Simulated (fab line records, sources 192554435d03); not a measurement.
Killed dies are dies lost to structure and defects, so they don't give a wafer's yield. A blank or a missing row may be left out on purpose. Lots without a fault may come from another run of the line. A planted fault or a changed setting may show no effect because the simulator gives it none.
fab line records | flow n5_finfet
record lots=9 wafers=25 last_day=19
route steps=1938 shown BEOL_M0@722 BEOL_M1@751 BEOL_M4@1111 PASSIVATION@1936
lots that met no fault: from a run of the same line without faults
start_h: hours from the record's first day to the start of the lot's first wafer shown | wait_h: hours since the lot's step before | " the same as in the row above | L1.1+2: a row that stands for several wafers | - no value, or no start given | * or withheld: withheld | < > ~ a bound
route shown NAME@n: a module of which the file shows steps, and the number in the route of the first | usual: mean/standard deviation of fault-free wafers | same: alike in all rows | chamber/n: place in a boat | sites: the reading at each site | _std_site: their standard deviation | _edge_site: outer sites' mean less inner sites' | radius_mm: how far each site lies from the wafer's centre | mask NAME#n: copy n | behind: the tool/chamber that last shaped the wafer | hold: why the lot was held/for how many hours/how that ended | device: the transistor (n, p or np) that didn't switch | end of line: the same wafers' tests at the end of the route | a step without rows: its recipe alone | killed: dies lost to structure and defects at the first sort, not the wafer's yield | map: a wafer's dies, x killed, . not, _ none there
set.NAME: the setting as run; set.NAME@STEP: as run at that earlier step | model.NAME: the simulator's own value behind a step, which no gauge read
steps of the route over a sample of lots; a table a step, a row a wafer
services: from which hour (start_h, from the record's first day; less than 0 if before it) a tool's chamber was out of use, for how many hours, and why
## steps
# step N5_BEOL_M0_STRIP_142
# recipe chemistry=N2/H2 time_s=10 power_w=450 temp_c=40 pressure_mtorr=20 rf_frequency_hz=6e+07 bias_power_w=7 n2_flow_sccm=200 h2_flow_sccm=200
# usual drypump_motor_current_A=5.8/0.42 oes_product_au=0.83/0.093 rf_vpp_V=59.4/0.93 showerhead_plenum_p_Torr=2.56/0.11 throttle_valve_pct=23.6/0.35
# columns lot.wafer tool chamber start_h wait_h drypump_motor_current_A oes_product_au rf_hours_counter_h rf_vpp_V showerhead_plenum_p_Torr throttle_valve_pct
L636.1 rie_diel-05 1 111.54 0.0 5.6 0.67 244 59.1 2.50 24.1
L636.3 " 3 " " 5.5 0.71 214 60.5 2.63 23.6
L636.5 " 2 " " 5.6 0.90 - 60.5 2.68 23.4
L638.2 rie_diel-01 3 125.39 0.0 6.5 0.93 11 60.0 2.70 23.6
L638.3 " 1 " " 5.8 0.92 37 57.6 2.50 23.9
L638.5 " 3 " " 6.6 0.94 - 59.8 2.70 23.6
L642.1 rie_diel-05 3 150.85 0.0 5.5 0.69 230 59.6 2.62 23.6
L642.3 " 2 " " 5.6 0.87 44 59.2 2.67 23.4
L642.4 " 3 " " 5.5 0.69 - 57.8 2.62 23.6
L645.1 rie_diel-01 2 171.86 0.0 5.1 0.93 12 59.3 2.47 22.9
L645.2 " 0 " " 5.6 0.90 20 59.5 2.49 23.6
L645.5 " 3 " " 6.5 0.89 - 59.4 2.69 23.6
L647.2 rie_diel-03 0 189.20 0.0 5.7 0.96 3 60.6 2.71 23.5
L647.4 " 3 " " 6.4 0.71 193 59.0 2.50 23.1
L647.6 " 2 " " 5.7 0.69 - 59.3 2.42 23.9
L655.4 rie_diel-03 2 232.10 0.0 5.6 0.68 246 57.2 2.41 23.9
L655.6 " 3 " " 6.5 0.70 - 58.4 2.49 23.1
L656.3 rie_diel-03 1 243.51 0.0 5.5 0.85 75 60.6 2.70 24.0
L656.4 " 3 " " 6.5 0.70 - 59.1 2.49 23.1
L658.1 rie_diel-03 3 252.93 0.0 6.4 0.70 215 60.2 2.49 23.1
L658.3 " 0 " " 5.7 0.89 25 59.1 2.70 23.5
L658.4 " 1 " " 5.5 0.84 - 62.0 2.70 24.0
L659.1 rie_diel-01 0 259.37 0.0 5.7 0.84 49 59.3 2.48 23.7
L659.3 " 3 " " 6.4 0.84 59 59.9 2.68 23.7
L659.6 " 2 " " 5.1 0.89 - 59.2 2.46 23.0
# step N5_BEOL_M0_SPUTTER_132
# recipe material=Cu target_thk_a=40 temp_c=-20 chamber_pressure_pa=0.07 power_w=withheld time_s=7.37
# usual chamber_pressure_pa=0.07/0.00015 susceptor_temp_C=-19.99/0.1 throttle_valve_pct=29.9/1.4
# columns lot.wafer tool chamber start_h wait_h chamber_pressure_pa susceptor_temp_C throttle_valve_pct
L636.1 pvd_sputter-02 - 112.83 0.0 0.07022 -20.06 31.1
L636.3 " - " " 0.06995 -19.96 28.2
L636.5 " - " " 0.07031 -20.01 30.1
L638.2 pvd_sputter-01 - 126.77 0.0 0.06988 -20.17 29.5
L638.3 " - " " 0.06978 -19.85 31.4
L638.5 " - " " 0.06971 -20.00 29.5
L642.1 pvd_sputter-01 - 153.51 0.0 0.07013 -20.14 30.7
L642.3 " - " " 0.07017 -19.93 33.1
L642.4 " - " " 0.07022 -19.80 31.3
L645.1 pvd_sputter-03 - 174.65 0.0 0.07 -20.13 28.2
L645.2 " - " " 0.06989 -19.95 29.8
L645.5 " - " " 0.07 -19.96 28.4
L647.2 pvd_sputter-02 - 191.66 0.0 0.07004 -19.86 31.1
L647.4 " - " " 0.06985 -19.89 30.1
L647.6 " - " " 0.07015 -19.81 29.9
L655.4 pvd_sputter-03 - 233.70 0.0 0.07029 -20.00 29.9
L655.6 " - " " 0.07026 -20.05 30.7
L656.3 pvd_sputter-02 - 245.98 0.0 0.07017 -19.82 30.1
L656.4 " - " " 0.07009 -19.81 30.0
L658.1 pvd_sputter-01 - 254.47 0.0 0.06975 -20.17 29.4
L658.3 " - " " 0.06983 -19.91 31.3
L658.4 " - " " 0.06979 -19.97 30.5
L659.1 pvd_sputter-02 - 263.07 0.0 0.07017 -19.94 30.1
L659.3 " - " " 0.06981 -20.10 31.0
L659.6 " - " " 0.07011 -20.05 28.2
# step N5_BEOL_M1_ILD_DEP_00
# recipe material=SiOC target_thk_a=790 temp_c=350 precursor=DEMS/O2 pressure_torr=5 rf_w=500 time_s=15.3
# usual heater_power_w=464/44 showerhead_plenum_p_Torr=5.696/0.015 susceptor_temp_C=350.01/0.21 throttle_valve_pct=11.9/0.78
# columns lot.wafer tool chamber start_h wait_h heater_power_w showerhead_plenum_p_Torr susceptor_temp_C throttle_valve_pct
L636.1 pecvd-01 2 114.18 0.0 438 5.698 349.83 12.9
L636.3 " 1 " " 432 5.684 349.88 11.5
L636.5 " 1 " " 434 5.680 349.82 11.0
L638.2 pecvd-04 2 128.16 0.0 511 5.670 349.71 11.3
L638.3 " 0 " " 549 5.694 350.25 12.0
L638.5 " 2 " " 506 5.678 350.04 11.7
L642.1 pecvd-01 2 155.05 0.0 426 5.708 349.73 12.5
L642.3 " 1 " " 467 5.694 349.69 11.2
L642.4 " 0 " " 435 5.698 349.89 11.6
L645.1 pecvd-01 1 176.13 0.0 392 5.692 349.78 11.3
L645.2 " 2 " " 456 5.686 350.03 12.6
L645.5 " 2 " " 461 5.721 350.36 12.8
L647.2 pecvd-01 1 193.19 0.0 453 5.695 349.95 11.0
L647.4 " 0 " " 488 5.726 350.50 11.7
L647.6 " 1 " " 431 5.697 350.32 11.3
L655.4 pecvd-01 2 236.10 0.1 428 5.702 350.02 10.6
L655.6 " 0 " " 450 5.722 - 11.6
L656.3 pecvd-01 0 247.35 0.0 392 5.705 - 11.7
L656.4 " 0 " " 387 5.713 349.91 11.4
L658.1 pecvd-03 0 255.84 0.0 499 5.704 349.77 13.6
L658.3 " 1 " " 457 5.682 349.93 13.1
L658.4 " 1 " " 456 5.694 350.16 13.0
L659.1 pecvd-03 1 264.83 0.0 416 5.684 350.08 13.3
L659.3 " 0 " " 557 5.692 349.96 13.5
L659.6 " 1 " " 423 5.700 350.13 13.3
# step N5_BEOL_M1_THK_MEAS_01
# recipe reads=SiOC_of_BEOL_M1_ILD_DEP_00
# usual M1_ILD_THK=79.3/0.99
# columns lot.wafer tool chamber start_h wait_h M1_ILD_THK[nm]
L636.1 film_metro-02 - 114.24 0.0 78.1
L636.3 " - " " 78.5
L636.5 " - " " 79.7
L638.2 film_metro-01 - 128.23 0.1 78.2
L638.3 " - " " 78.4
L638.5 " - " " 77.1
L642.1 film_metro-01 - 155.12 0.0 79.6
L642.3 " - " " 78.5
L642.4 " - " " 78.4
L645.1 film_metro-02 - 176.22 0.1 80.1
L645.2 " - " " 80.1
L645.5 " - " " 81.2
L647.2 film_metro-01 - 193.26 0.1 79.5
L647.4 " - " " 79.3
L647.6 " - " " 80.1
L655.4 film_metro-01 - 236.16 0.0 80.1
L655.6 " - " " 49.1
L656.3 film_metro-01 - 247.42 0.1 47.9
L656.4 " - " " 79.7
L658.1 film_metro-02 - 255.91 0.0 79.4
L658.3 " - " " 79.5
L658.4 " - " " 80.9
L659.1 film_metro-01 - 264.89 0.0 78.0
L659.3 " - " " 79.2
L659.6 " - " " 79.5
# step N5_BEOL_M1_CD_MEAS_11
# recipe target_cd_nm=17.05 landing_energy_ev=500 detector=se_inlens polarity=opening
# usual cd_nm=17.03/0.23
# columns lot.wafer tool chamber start_h wait_h cd_nm
L636.1 cd_sem-03 0 130.57 - 17.06
L636.3 " 0 " " 16.85
L636.5 " 0 " " 17.15
L638.2 cd_sem-02 0 130.65 - 17.04
L638.3 " 0 " " 16.92
L638.5 " 0 " " 16.71
L642.1 cd_sem-02 0 156.06 - 16.69
L642.3 " 0 " " 16.87
L642.4 " 0 " " 17.16
L645.1 cd_sem-01 0 177.49 - 17.03
L645.2 " 0 " " 16.99
L645.5 " 0 " " 16.91
L647.2 cd_sem-02 0 194.32 - 17.06
L647.4 " 0 " " 17.21
L647.6 " 0 " " 17.08
L655.4 cd_sem-03 0 236.84 - 16.94
L655.6 " 0 " " 17.16
L656.3 cd_sem-01 0 248.52 - 17.08
L656.4 " 0 " " 17.22
L658.1 cd_sem-02 0 257.27 - 16.80
L658.3 " 0 " " 17.11
L658.4 " 0 " " 16.82
L659.1 cd_sem-01 0 266.59 - 17.05
L659.3 " 0 " " 16.85
L659.6 " 0 " " 16.94
# step N5_BEOL_M4_RC_MEAS_101
# usual DIBL_N=36.1/1.6 DIBL_P=35.8/2 IOFF_N=0.157/0.029 IOFF_P=0.21/0.034 ION_N=677/13 ION_P=465/8.1 SS_N=71.3/0.61 SS_P=73.2/0.65 VT_N=249/3.3 VT_P=-250/3.2
# columns lot.wafer tool chamber start_h wait_h DIBL_N[mV/V] DIBL_P[mV/V] IOFF_N[nA/um] IOFF_P[nA/um] ION_N[uA/um] ION_P[uA/um] SS_N[mV/dec] SS_P[mV/dec] VT_N[mV] VT_P[mV]
L636.1 prober-02 0 205.39 0.0 37.6 37.7 0.208 0.24 694 467 71.5 74.4 245 -250
L636.3 " 0 " " 35.0 34.2 0.148 0.19 678 468 71.5 73.2 247 -250
L636.5 " 0 " " 36.7 37.0 0.181 0.23 676 460 71.1 73.8 247 -248
L638.2 prober-02 0 211.29 0.2 40.0 39.3 0.244 0.29 701 475 72.2 74.9 244 -246
L638.3 " 0 " " 35.2 33.5 0.147 0.18 679 459 70.7 73.0 249 -251
L638.5 " 0 " " 35.3 33.8 0.142 0.19 672 459 71.1 73.3 251 -251
L642.1 prober-01 0 240.27 0.0 34.5 34.7 0.136 0.18 683 459 70.8 73.2 250 -252
L642.3 " 0 " " 35.3 34.3 0.138 0.16 655 444 71.7 73.0 251 -254
L642.4 " 0 " " 35.4 34.9 0.137 0.17 667 452 71.6 72.5 249 -254
L647.2 prober-02 0 252.06 0.2 34.5 35.2 0.138 0.19 680 469 71.0 72.1 252 -249
L647.4 " 0 " " 36.2 36.6 0.164 0.21 684 470 71.9 73.2 245 -251
L647.6 " 0 " " 36.2 37.0 0.176 0.23 688 476 71.5 72.6 245 -247
L645.1 prober-01 0 257.23 0.0 33.2 31.2 0.101 0.13 667 457 70.6 72.3 255 -259
L645.2 " 0 " " 35.7 34.0 0.127 0.16 663 454 71.1 73.0 255 -256
L645.5 " 0 " " 34.5 32.1 0.107 0.14 642 443 71.7 72.6 258 -259
L656.4 prober-02 0 315.91 0.5 35.2 34.8 0.145 0.21 676 467 71.3 72.8 251 -248
L655.4 prober-01 0 316.00 0.5 35.2 34.7 0.133 0.21 681 476 70.9 72.9 253 -249
L658.1 prober-02 0 325.05 0.0 37.0 38.1 0.190 0.24 696 478 70.9 74.2 244 -249
L658.3 " 0 " " 38.2 39.0 0.210 0.25 696 474 71.6 73.7 242 -248
L658.4 " 0 " " 36.7 37.3 0.182 0.23 685 468 71.7 73.2 248 -246
L659.1 prober-02 0 342.88 0.0 37.4 38.5 0.181 0.25 683 464 72.0 73.1 248 -249
L659.3 " 0 " " 37.5 37.4 0.181 0.24 694 476 72.1 73.9 246 -248
L659.6 " 0 " " 36.9 37.8 0.172 0.24 696 480 71.8 73.8 249 -249
# step N5_PASSIVATION_PROBE_49
# usual defect_limited_yield=91.0/1.4 killed_at_M0_to_M3=33/11 killed_at_M4_up=14/5 killed_at_contacts=11/7.3 killed_at_front_end=43/12 killed_at_other=4/3.1 killed_dies=106/17 killed_on_rim=14/3.8 killed_open=69/13 killed_short=34/8.7 sort_bin_5_function=5.2/0.96 sort_bin_6_memory=3.3/0.66 sort_bin_8_speed=0.00/0.012 sort_n_pass=1074/17 sort_yield_pct=91.0/1.4
# same gross_dies=1180 killed_at_back_side=0 sort_bin_4_leakage[%]=0
# columns lot.wafer tool chamber start_h wait_h defect_limited_yield[%] killed_at_M0_to_M3 killed_at_M4_up killed_at_contacts killed_at_front_end killed_at_other killed_dies killed_on_rim killed_open killed_short sort_bin_5_function[%] sort_bin_6_memory[%] sort_bin_8_speed[%] sort_n_pass sort_yield_pct[%]
L638.2 prober-01 - 321.58 0.1 89.7 46 19 15 38 4 122 17 82 37 6.0 3.8 0 1058 89.7
L638.3 prober-01 - 321.63 0.1 91.5 33 20 14 30 3 100 15 52 46 5.0 3.3 0 1080 91.5
L638.5 prober-01 - 321.73 0.2 90.6 32 11 14 45 9 111 17 73 37 5.8 3.2 0 1069 90.6
L642.1 prober-01 - 349.13 0.0 90.5 37 25 12 32 6 112 10 81 31 5.8 3.6 0 1068 90.5
L642.3 prober-01 - 349.23 0.1 92.9 33 14 1 29 7 84 11 50 30 4.9 1.8 0 1096 92.9
L642.4 prober-01 - 349.28 0.2 90.2 49 13 9 42 3 116 16 64 50 5.8 3.3 0 1064 90.2
L656.3 prober-01 - 438.28 0.1 0 1115 16 15 30 4 1180 152 76 28 51.4 4.4 0 0 0
L656.4 prober-01 - 438.33 0.2 89.2 49 28 17 31 2 127 15 92 32 6.5 4.0 0 1053 89.2
L655.4 prober-01 - 444.73 0.2 92.4 43 14 4 26 3 90 9 56 33 4.8 2.1 0 1090 92.4
L655.6 prober-01 - 444.83 0.3 0 1103 17 15 36 9 1180 152 82 38 22.7 4.9 0 0 0
# killed by level:class
L638.2 MOL_CONTACT_COAG:geometric_particle:open=13 BEOL_M4:geometric_particle:open=12 BEOL_M2:geometric_particle:open=10 BEOL_M0_SAQP:geometric_particle:open=8 GATE_CUT:geometric_particle:short=7 BEOL_M0_SAQP:geometric_particle:short=7 FIN_SAQP:geometric_particle:open=6 BEOL_M3:geometric_particle:open=6
L638.3 BEOL_M4:geometric_particle:open=12 FIN_SAQP:geometric_particle:short=9 MOL_CONTACT_COAG:geometric_particle:open=9 BEOL_M0_SAQP:geometric_particle:short=8 FIN_SAQP:geometric_particle:open=6 BEOL_M0_SAQP:geometric_particle:open=6 BEOL_M0:geometric_particle:short=5 STARTING-WAFER:geometric_particle:short=5
L638.5 STI_FIN_REVEAL:geometric_particle:open=13 MOL_CONTACT_COAG:geometric_particle:open=9 BEOL_M0_SAQP:geometric_particle:open=6 BEOL_M0_SAQP:geometric_particle:short=6 DUMMY_GATE:geometric_particle:open=5 GATE_CUT:geometric_particle:open=5 STARTING-WAFER:geometric_particle:open=5 FIN_SAQP:geometric_particle:short=4
L642.1 BEOL_M4:geometric_particle:open=12 MOL_CONTACT_COAG:geometric_particle:open=11 BEOL_M3:geometric_particle:open=11 BEOL_M2:geometric_particle:open=9 STI_FIN_REVEAL:geometric_particle:open=8 BEOL_M0_SAQP:geometric_particle:short=7 FIN_SAQP:geometric_particle:open=6 FIN_SAQP:geometric_particle:short=6
L642.3 BEOL_M3:geometric_particle:open=8 BEOL_M1:geometric_particle:open=7 FIN_SAQP:geometric_particle:short=6 STI_FIN_REVEAL:geometric_particle:open=6 BEOL_M2:geometric_particle:open=5 FIN_SAQP:geometric_particle:open=4 BEOL_M0_SAQP:geometric_particle:short=4 BEOL_M3:geometric_particle:short=4
L642.4 BEOL_M0_SAQP:geometric_particle:open=12 BEOL_M1:geometric_particle:open=10 FIN_SAQP:geometric_particle:short=9 BEOL_M0_SAQP:geometric_particle:short=8 GATE_CUT:geometric_particle:open=7 GATE_CUT:geometric_particle:short=6 MOL_CONTACT_COAG:geometric_particle:open=6 BEOL_M2:geometric_particle:open=6
L656.3 BEOL_M1:area_ecd=555 BEOL_M1:area_dep=518 MOL_CONTACT_COAG:geometric_particle:open=13 BEOL_M0_SAQP:geometric_particle:open=9 BEOL_M2:geometric_particle:open=8 BEOL_M4:geometric_particle:open=8 STI_FIN_REVEAL:geometric_particle:open=7 BEOL_M0_SAQP:geometric_particle:short=7
L656.4 BEOL_M4:geometric_particle:open=18 MOL_CONTACT_COAG:geometric_particle:open=13 BEOL_M3:geometric_particle:open=11 BEOL_M2:geometric_particle:open=10 BEOL_M0_SAQP:geometric_particle:open=7 STARTING-WAFER:geometric_particle:open=6 FIN_SAQP:geometric_particle:open=6 BEOL_M0:geometric_particle:open=6
L655.4 BEOL_M0_SAQP:geometric_particle:short=9 BEOL_M0_SAQP:geometric_particle:open=8 BEOL_M1:geometric_particle:open=7 BEOL_M4:geometric_particle:open=7 BEOL_M2:geometric_particle:open=6 STI_FIN_REVEAL:geometric_particle:open=4 BEOL_M3:geometric_particle:open=4 FIN_SAQP:geometric_particle:short=3
L655.6 BEOL_M1:area_dep=852 BEOL_M1:area_ecd=208 MOL_CONTACT_COAG:geometric_particle:open=13 BEOL_M0_SAQP:geometric_particle:open=13 BEOL_M0_SAQP:geometric_particle:short=11 BEOL_M4:geometric_particle:open=9 STI_FIN_REVEAL:geometric_particle:open=8 FIN_SAQP:geometric_particle:open=7
## services
# columns tool chamber start_h hours kind
pecvd-01 1 90.08 2.1 scheduled_down
pvd_sputter-01 - 116.46 0.7 repair
pecvd-03 - 120.84 0.8 pm
rie_diel-03 0 138.30 - clean
rie_diel-03 0 138.30 - consumable_replace:focus_ring
rie_diel-03 0 138.30 - consumable_replace:showerhead
rie_diel-03 0 138.30 41.9 scheduled_down
rie_diel-03 0 138.30 41.9 vent_cycle
pecvd-03 2 142.11 7.6 repair
pecvd-03 - 154.55 6.0 pm
pecvd-01 0 157.27 29.6 repair
pecvd-01 1 162.53 5.0 scheduled_down
rie_diel-03 2 165.53 5.8 repair
pecvd-04 1 177.63 6.5 repair
pecvd-01 - 180.22 1.5 repair
rie_diel-05 0 191.10 10.4 repair
rie_diel-01 2 193.46 18.9 repair
pecvd-01 2 202.38 - clean
pecvd-01 2 202.38 - consumable_replace:showerhead
pecvd-01 2 202.38 29.0 scheduled_down
pecvd-01 2 202.38 29.0 vent_cycle
rie_diel-03 2 206.92 7.6 repair
rie_diel-03 2 243.45 - clean
rie_diel-03 - 255.51 15.6 pm
## key
first_sign step=N5_BEOL_M1_THK_MEAS_01 reading=M1_ILD_THK direction=down sigmas=31 usual=79.3 struck=48.5
effect step=N5_PASSIVATION_PROBE_49 reading=killed_at_M0_to_M3 direction=up sigmas=99+ usual=33 struck=1109
more_kills_born_at N5_BEOL_M1_ILD_DEP_00@pecvd-01=1370 N5_BEOL_M1_ECD_50@ecd_cu-01=763
met_at N5_BEOL_M1_ILD_DEP_00
struck_lots L655,L656
struck_wafers L655.6,L656.3
later_rows_left_out L655.6,L656.3
not_acting_at N5_BEOL_M0_STRIP_142,N5_BEOL_M0_SPUTTER_132,N5_BEOL_M1_CD_MEAS_11
onset_between 193.19 236.10
fault kind=process_parameter_drift tool=pecvd-01 chamber=- onset_h=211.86 steps=N5_BEOL_M1_ILD_DEP_00 channel=time_s offset=* shape=step end_h=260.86 scope=struck_wafers_only acts_in=* stated=*
# later_rows_left_out: the simulator's readings of these wafers behind a module that went badly wrong aren't trusted and aren't shown, but for the sort
